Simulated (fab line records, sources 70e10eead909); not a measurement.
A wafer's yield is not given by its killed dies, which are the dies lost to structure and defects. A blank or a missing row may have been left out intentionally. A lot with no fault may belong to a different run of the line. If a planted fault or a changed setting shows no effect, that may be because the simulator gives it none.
The tool behind it: which one?	flow nand_harc	72 wafers from 24 lots sampled at 6 of the route's 1159 steps

== WHAT THE GAUGES READ, wafer by wafer ==
No reading from a measuring or inspecting step in the record can be judged against a usual standard deviation.

== WHAT TOOL EACH LOT RAN ON (gives the tool, then ch and the chambers of the sampled wafers, and finally the start) ==
lot	NHARC_A_STAIRCASE_ETCH_199	NHARC_A_STAIRCASE_ETCH_203	NHARC_A_STAIRCASE_STRIP_254	NHARC_A_STAIRCASE_HM_DEP_456	NHARC_A_STAIRCASE_HM_OPEN_460	NHARC_A_STAIRCASE_ETCH_452
L076	rie_diel-01 ch 0,1, day 12 02:01 or earlier	rie_diel-01 ch 1,2, day 12 02:01 or earlier	plasma_asher-02 ch 0,1, day 12 02:01	acl_dep-01 ch 0, day 12 02:50	rie_diel-08 ch 0,3, no start	rie_diel-08 ch 0,3, no start
L074	rie_diel-07 ch 1,2,3, day 12 02:07 or earlier	rie_diel-07 ch 0,2,3, day 12 02:07 or earlier	plasma_asher-01 ch 0,1, day 12 02:07	acl_dep-02 ch 0, day 12 03:43	rie_diel-01 ch 0,1,2, no start	rie_diel-01 ch 0,1,3, no start
L075	rie_diel-01 ch 0,2,3, day 12 04:46 or earlier	rie_diel-01 ch 0,3, day 12 04:46 or earlier	plasma_asher-02 ch 0,1, day 12 04:46	acl_dep-03 ch 0, day 12 06:05	rie_diel-07 ch 0,2, no start	rie_diel-07 ch 1,2,3, no start
L079	rie_diel-01 ch 0,2, day 12 11:26 or earlier	rie_diel-01 ch 1,2, day 12 11:26 or earlier	plasma_asher-02 ch 0,1, day 12 11:26	acl_dep-01 ch 0, day 12 12:28	rie_diel-01 ch 0,2,3, no start	rie_diel-01 ch 0,1, no start
L077	rie_diel-08 ch 0,3, day 12 12:55 or earlier	rie_diel-08 ch 0,1, day 12 12:55 or earlier	plasma_asher-02 ch 0,1, day 12 12:55	acl_dep-01 ch 0, day 12 14:17	rie_diel-01 ch 0,1, no start	rie_diel-01 ch 0,1,2, no start
L078	rie_diel-01 ch 0,2,3, day 12 12:06 or earlier	rie_diel-01 ch 0,2,3, day 12 12:06 or earlier	plasma_asher-02 ch 0,1, day 12 12:06	acl_dep-02 ch 0, day 12 12:55	rie_diel-08 ch 0,1,2, no start	rie_diel-08 ch 0,1,3, no start
L081	rie_diel-08 ch 1,2,3, day 12 17:11 or earlier	rie_diel-08 ch 1,3, day 12 17:11 or earlier	plasma_asher-02 ch 0,1, day 12 17:11	acl_dep-01 ch 0, day 12 20:12	rie_diel-08 ch 1,2,3, no start	rie_diel-08 ch 0,1,3, no start
L080	rie_diel-08 ch 1,2,3, day 12 16:49 or earlier	rie_diel-08 ch 1,2, day 12 16:49 or earlier	plasma_asher-02 ch 0,1, day 12 16:49	acl_dep-03 ch 0, day 12 18:04	rie_diel-01 ch 0,2,3, no start	rie_diel-01 ch 0,2,3, no start
L082	rie_diel-01 ch 0,2, day 13 23:58 or earlier	rie_diel-01 ch 0,1,3, day 13 23:58 or earlier	plasma_asher-01 ch 0, day 13 23:58	acl_dep-03 ch 0, day 14 01:14	rie_diel-08 ch 0,1, no start	rie_diel-08 ch 0,2,3, no start
L084	rie_diel-07 ch 0,1,2, day 14 01:03 or earlier	rie_diel-07 ch 0,2, day 14 01:03 or earlier	plasma_asher-02 ch 0,1, day 14 01:03	acl_dep-02 ch 0, day 14 01:52	rie_diel-08 ch 0,2, no start	rie_diel-08 ch 1,2, no start
L083	rie_diel-07 ch 0,2,3, day 14 05:15 or earlier	rie_diel-07 ch 1,2,3, day 14 05:15 or earlier	plasma_asher-02 ch 0,1, day 14 05:15	acl_dep-01 ch 0, day 14 06:04	rie_diel-07 ch 1,2,3, no start	rie_diel-07 ch 1,3, no start
L086	rie_diel-08 ch 0,1, day 14 10:13 or earlier	rie_diel-08 ch 2,3, day 14 10:13 or earlier	plasma_asher-02 ch 0,1, day 14 10:13	acl_dep-02 ch 0, day 14 12:16	rie_diel-08 ch 2,3, no start	rie_diel-08 ch 1,2, no start
L088	rie_diel-01 ch 0,3, day 14 02:59 or earlier	rie_diel-07 ch 2,3, day 14 02:59	plasma_asher-02 ch 0,1, day 14 10:51	acl_dep-02 ch 0, day 14 14:23	rie_diel-08 ch 0,1,3, no start	rie_diel-08 ch 2,3, no start
L085	rie_diel-08 ch 0,1, day 14 09:11 or earlier	rie_diel-07 ch 1,2,3, day 14 09:11	plasma_asher-01 ch 0,1, day 14 15:06	acl_dep-02 ch 0, day 14 15:56	rie_diel-07 ch 0,1,2, no start	rie_diel-07 ch 0,1,2, no start
L089	rie_diel-01 ch 0,1,2, day 15 04:29 or earlier	rie_diel-01 ch 1,2,3, day 15 04:29 or earlier	plasma_asher-02 ch 0,1, day 15 04:29	acl_dep-03 ch 0, day 15 05:16	rie_diel-07 ch 0,1, no start	rie_diel-07 ch 1,2,3, no start
L087	rie_diel-08 ch 0,1,3, day 15 05:26 or earlier	rie_diel-08 ch 0,2,3, day 15 05:26 or earlier	plasma_asher-02 ch 0,1, day 15 05:26	acl_dep-01 ch 0, day 15 06:11	rie_diel-08 ch 1,2,3, no start	rie_diel-08 ch 1,2,3, no start
L090	rie_diel-08 ch 0,2,3, day 15 15:02 or earlier	rie_diel-08 ch 2,3, day 15 15:02 or earlier	plasma_asher-02 ch 0,1, day 15 15:02	acl_dep-03 ch 0, day 15 18:37	rie_diel-08 ch 0,2,3, no start	rie_diel-08 ch 0,2,3, no start
L092	rie_diel-08 ch 0,2,3, day 16 02:11 or earlier	rie_diel-08 ch 0,2,3, day 16 02:11 or earlier	plasma_asher-01 ch 0,1, day 16 02:11	acl_dep-03 ch 0, day 16 03:50	rie_diel-01 ch 1,2, no start	rie_diel-01 ch 0,2,3, no start
L091	rie_diel-01 ch 0,2,3, day 16 02:31 or earlier	rie_diel-01 ch 0,1,3, day 16 02:31 or earlier	plasma_asher-01 ch 0,1, day 16 02:31	acl_dep-01 ch 0, day 16 03:46	rie_diel-07 ch 0,1,2, no start	rie_diel-07 ch 0,1,2, no start
L094	rie_diel-08 ch 0,2,3, day 16 06:34 or earlier	rie_diel-08 ch 0,2,3, day 16 06:34 or earlier	plasma_asher-01 ch 0,1, day 16 06:34	acl_dep-03 ch 0, day 16 08:10	rie_diel-07 ch 0,1, no start	rie_diel-07 ch 2,3, no start
L093	rie_diel-07 ch 0,1,2, day 16 06:59 or earlier	rie_diel-07 ch 0,2,3, day 16 06:59 or earlier	plasma_asher-01 ch 0,1, day 16 06:59	acl_dep-01 ch 0, day 16 07:48	rie_diel-07 ch 0,1,2, no start	rie_diel-07 ch 0,2,3, no start
L095	rie_diel-01 ch 1,2,3, day 16 21:00 or earlier	rie_diel-01 ch 1,2,3, day 16 21:00 or earlier	plasma_asher-01 ch 0,1, day 16 21:00	acl_dep-03 ch 0, day 16 22:14	rie_diel-07 ch 0,1,2, no start	rie_diel-07 ch 0,1,3, no start
L096	rie_diel-01 ch 0,2, day 17 02:50 or earlier	rie_diel-01 ch 0,2,3, day 17 02:50 or earlier	plasma_asher-02 ch 0,1, day 17 02:50	acl_dep-02 ch 0, day 17 07:30	rie_diel-07 ch 0,1, no start	rie_diel-07 ch 0,1, no start
L097	rie_diel-07 ch 0,2,3, day 17 05:08 or earlier	rie_diel-07 ch 0,1,2, day 17 05:08 or earlier	plasma_asher-02 ch 0,1, day 17 05:08	acl_dep-01 ch 0, day 17 08:46	rie_diel-07 ch 1,2,3, no start	rie_diel-07 ch 0,1,3, no start
- NHARC_A_STAIRCASE_ETCH_199: etches the open film in C4F8/O2, target depth 100 nm, time 40.5 s.
- NHARC_A_STAIRCASE_ETCH_203: etches the open film in C4F8/O2, target depth 100 nm, time 40.5 s.
- NHARC_A_STAIRCASE_STRIP_254: strips in O2.
- NHARC_A_STAIRCASE_HM_DEP_456: deposits aC, target thk 1500 nm.
- NHARC_A_STAIRCASE_HM_OPEN_460: chemistry O2/COS.
- NHARC_A_STAIRCASE_ETCH_452: etches the open film in CF4/O2, target depth 30 nm, overetch 3 nm, time 16.5 s.

== AS READ BY THE TOOLS THEMSELVES (means over the sampled wafers that have a number; for cases with no such wafer, the mark the record gives instead) ==
NHARC_A_STAIRCASE_ETCH_199. Usual: oes_product_au 0.945 a.u., standard deviation 0.012; rf_vpp_V 892 V, standard deviation 4.7.
lot	tool	oes_product_au (a.u.)	rf_vpp_V (V)	flag
L076	rie_diel-01	0.954	889	
L074	rie_diel-07	0.962	896	
L075	rie_diel-01	0.933	893	
L079	rie_diel-01	0.965	896	
L077	rie_diel-08	0.952	888	
L078	rie_diel-01	0.933	894	
L081	rie_diel-08	0.931	892	
L080	rie_diel-08	0.938	891	
L082	rie_diel-01	0.945	891	
L084	rie_diel-07	0.941	899	
L083	rie_diel-07	0.937	899	
L086	rie_diel-08	0.949	891	
L088	rie_diel-01	0.945	890	
L085	rie_diel-08	0.936	893	
L089	rie_diel-01	0.949	892	
L087	rie_diel-08	0.951	889	
L090	rie_diel-08	0.944	889	
L092	rie_diel-08	0.938	889	
L091	rie_diel-01	0.954	893	
L094	rie_diel-08	0.957	888	
L093	rie_diel-07	0.947	899	
L095	rie_diel-01	0.944	894	
L096	rie_diel-01	0.947	890	
L097	rie_diel-07	0.951	898	

NHARC_A_STAIRCASE_ETCH_203. Usual: oes_product_au 0.947 a.u., standard deviation 0.018; rf_vpp_V 893 V, standard deviation 4.8.
lot	tool	oes_product_au (a.u.)	rf_vpp_V (V)	flag
L076	rie_diel-01	0.940	893	
L074	rie_diel-07	0.957	899	
L075	rie_diel-01	0.935	891	
L079	rie_diel-01	0.939	894	
L077	rie_diel-08	0.938	893	
L078	rie_diel-01	0.941	894	
L081	rie_diel-08	0.933	890	
L080	rie_diel-08	0.940	894	
L082	rie_diel-01	0.933	890	
L084	rie_diel-07	0.939	900	
L083	rie_diel-07	0.960	895	
L086	rie_diel-08	0.942	890	
L088	rie_diel-07	0.991	896	
L085	rie_diel-07	0.993	895	
L089	rie_diel-01	0.943	894	
L087	rie_diel-08	0.947	889	
L090	rie_diel-08	0.953	889	
L092	rie_diel-08	0.948	888	
L091	rie_diel-01	0.955	891	
L094	rie_diel-08	0.939	888	
L093	rie_diel-07	0.939	898	
L095	rie_diel-01	0.937	893	
L096	rie_diel-01	0.943	893	
L097	rie_diel-07	0.962	898	

NHARC_A_STAIRCASE_STRIP_254. Usual: drypump_motor_current_A 5.8 A, standard deviation 0.46; heater_power_w 333 W, standard deviation 27.
lot	tool	drypump_motor_current_A (A)	heater_power_w (W)	flag
L076	plasma_asher-02	5.7	335	
L074	plasma_asher-01	5.4	329	
L075	plasma_asher-02	6.0	349	
L079	plasma_asher-02	6.0	352	
L077	plasma_asher-02	6.0	355	
L078	plasma_asher-02	6.0	357	
L081	plasma_asher-02	6.0	355	
L080	plasma_asher-02	6.0	355	
L082	plasma_asher-01	6.0	309	
L084	plasma_asher-02	5.7	336	
L083	plasma_asher-02	5.7	332	
L086	plasma_asher-02	5.7	330	
L088	plasma_asher-02	6.0	360	
L085	plasma_asher-01	5.7	310	
L089	plasma_asher-02	6.0	355	
L087	plasma_asher-02	6.0	353	
L090	plasma_asher-02	6.0	358	
L092	plasma_asher-01	5.7	312	
L091	plasma_asher-01	5.4	317	
L094	plasma_asher-01	5.4	319	
L093	plasma_asher-01	5.4	317	
L095	plasma_asher-01	5.7	314	
L096	plasma_asher-02	6.0	339	
L097	plasma_asher-02	5.7	326	

NHARC_A_STAIRCASE_HM_DEP_456. Usual: 35.000 % for throttle_valve_pct, sd 0.0089.
lot	tool	throttle_valve_pct (%)	flag
L076	acl_dep-01	35.005	
L074	acl_dep-02	34.996	
L075	acl_dep-03	35.005	
L079	acl_dep-01	35.004	
L077	acl_dep-01	35.000	
L078	acl_dep-02	35.002	
L081	acl_dep-01	34.998	
L080	acl_dep-03	35.005	
L082	acl_dep-03	35.008	
L084	acl_dep-02	35.001	
L083	acl_dep-01	35.004	
L086	acl_dep-02	35.002	
L088	acl_dep-02	34.995	
L085	acl_dep-02	34.999	
L089	acl_dep-03	35.008	
L087	acl_dep-01	35.000	
L090	acl_dep-03	35.000	
L092	acl_dep-03	34.993	
L091	acl_dep-01	35.003	
L094	acl_dep-03	34.998	
L093	acl_dep-01	35.001	
L095	acl_dep-03	34.999	
L096	acl_dep-02	35.002	
L097	acl_dep-01	34.998	

NHARC_A_STAIRCASE_HM_OPEN_460. Usual: drypump_motor_current_A 5.7 A, standard deviation 0.36; oes_product_au 1.002 a.u., standard deviation 0.0095; rf_vpp_V 465.9 V, standard deviation 2.6; showerhead_plenum_p_Torr 3.06 Torr, standard deviation 0.12; throttle_valve_pct 28.331 %, standard deviation 0.0092.
lot	tool	drypump_motor_current_A (A)	oes_product_au (a.u.)	rf_vpp_V (V)	showerhead_plenum_p_Torr (Torr)	throttle_valve_pct (%)	flag
L076	rie_diel-08	5.6	1.011	463.2	2.95	28.339	
L074	rie_diel-01	5.9	1.002	465.6	3.03	28.325	
L075	rie_diel-07	5.9	1.013	471.0	3.27	28.326	
L079	rie_diel-01	6.0	0.990	466.5	3.07	28.340	
L077	rie_diel-01	6.2	1.000	463.6	2.93	28.331	
L078	rie_diel-08	5.8	1.001	464.8	3.00	28.326	
L081	rie_diel-08	5.7	0.997	465.5	3.00	28.322	
L080	rie_diel-01	6.1	1.000	465.9	3.06	28.333	
L082	rie_diel-08	5.7	0.987	463.7	2.99	28.333	
L084	rie_diel-08	5.9	1.013	464.5	2.97	28.330	
L083	rie_diel-07	5.6	0.998	466.2	3.10	28.339	
L086	rie_diel-08	5.7	1.002	463.2	2.96	28.338	
L088	rie_diel-08	5.6	0.998	463.9	2.99	28.328	
L085	rie_diel-07	5.8	1.014	469.3	3.18	28.330	
L089	rie_diel-07	5.8	1.006	470.2	3.24	28.337	
L087	rie_diel-08	5.7	0.995	464.6	3.00	28.334	
L090	rie_diel-08	5.8	1.001	463.1	2.95	28.330	
L092	rie_diel-01	5.7	1.001	466.2	3.11	28.333	
L091	rie_diel-07	5.8	1.008	468.2	3.18	28.322	
L094	rie_diel-07	5.7	1.006	468.0	3.16	28.337	
L093	rie_diel-07	5.8	1.007	468.0	3.18	28.329	
L095	rie_diel-07	5.8	1.008	467.8	3.17	28.333	
L096	rie_diel-07	5.7	1.005	467.9	3.16	28.336	
L097	rie_diel-07	5.6	1.005	466.1	3.09	28.327	

NHARC_A_STAIRCASE_ETCH_452. Usual: drypump_motor_current_A 5.7 A, standard deviation 0.38; oes_product_au 1.003 a.u., standard deviation 0.0095; rf_vpp_V 197.1 V, standard deviation 1.3; showerhead_plenum_p_Torr 1.31 Torr, standard deviation 0.05; throttle_valve_pct 13.399 %, standard deviation 0.0096.
lot	tool	drypump_motor_current_A (A)	oes_product_au (a.u.)	rf_vpp_V (V)	showerhead_plenum_p_Torr (Torr)	throttle_valve_pct (%)	flag
L076	rie_diel-08	5.6	1.009	196.4	1.26	13.398	
L074	rie_diel-01	5.7	1.004	196.1	1.28	13.395	
L075	rie_diel-07	5.6	1.010	197.4	1.33	13.398	
L079	rie_diel-01	6.2	1.006	196.0	1.25	13.404	
L077	rie_diel-01	5.9	1.005	196.6	1.29	13.395	
L078	rie_diel-08	5.6	1.005	196.7	1.28	13.396	
L081	rie_diel-08	5.6	1.010	196.8	1.28	13.400	
L080	rie_diel-01	6.0	0.998	197.7	1.31	13.408	
L082	rie_diel-08	5.8	1.007	196.0	1.26	13.405	
L084	rie_diel-08	5.7	0.997	196.1	1.31	13.398	
L083	rie_diel-07	5.5	1.003	197.0	1.32	13.390	
L086	rie_diel-08	5.7	0.993	197.0	1.31	13.398	
L088	rie_diel-08	5.7	0.997	195.3	1.26	13.396	
L085	rie_diel-07	5.8	1.003	198.4	1.36	13.408	
L089	rie_diel-07	5.6	1.000	197.2	1.33	13.399	
L087	rie_diel-08	5.7	1.000	196.4	1.28	13.384	
L090	rie_diel-08	5.7	0.994	196.5	1.26	13.408	
L092	rie_diel-01	6.0	1.003	197.2	1.31	13.398	
L091	rie_diel-07	5.8	1.005	198.0	1.36	13.413	
L094	rie_diel-07	5.7	1.005	197.8	1.33	13.404	
L093	rie_diel-07	5.6	1.010	197.9	1.36	13.400	
L095	rie_diel-07	5.6	0.998	197.9	1.35	13.399	
L096	rie_diel-07	5.7	1.015	197.9	1.35	13.399	
L097	rie_diel-07	5.6	1.011	198.2	1.35	13.401	

== THE ANSWER, worked out from the rows above alone ==
Rule: a lot is off if the mean of its wafers that have a number lies more than 3 standard deviations from the usual mean. Also off: a lot with no number at a reading for which 4 or more lots have one. Where the step has rows for the other lots, those lots are counted as sound. Order of review: gauges by route order, followed by the tools' own readings, for which a lot's mean as printed above is used. At the first step where some lot is off, the reading lying furthest off is the one used; lots without a number count as furthest.
None of the lots is off at any reading shown; this tells nothing.

== WHAT WAS PUT IN BY THE SIMULATOR ==
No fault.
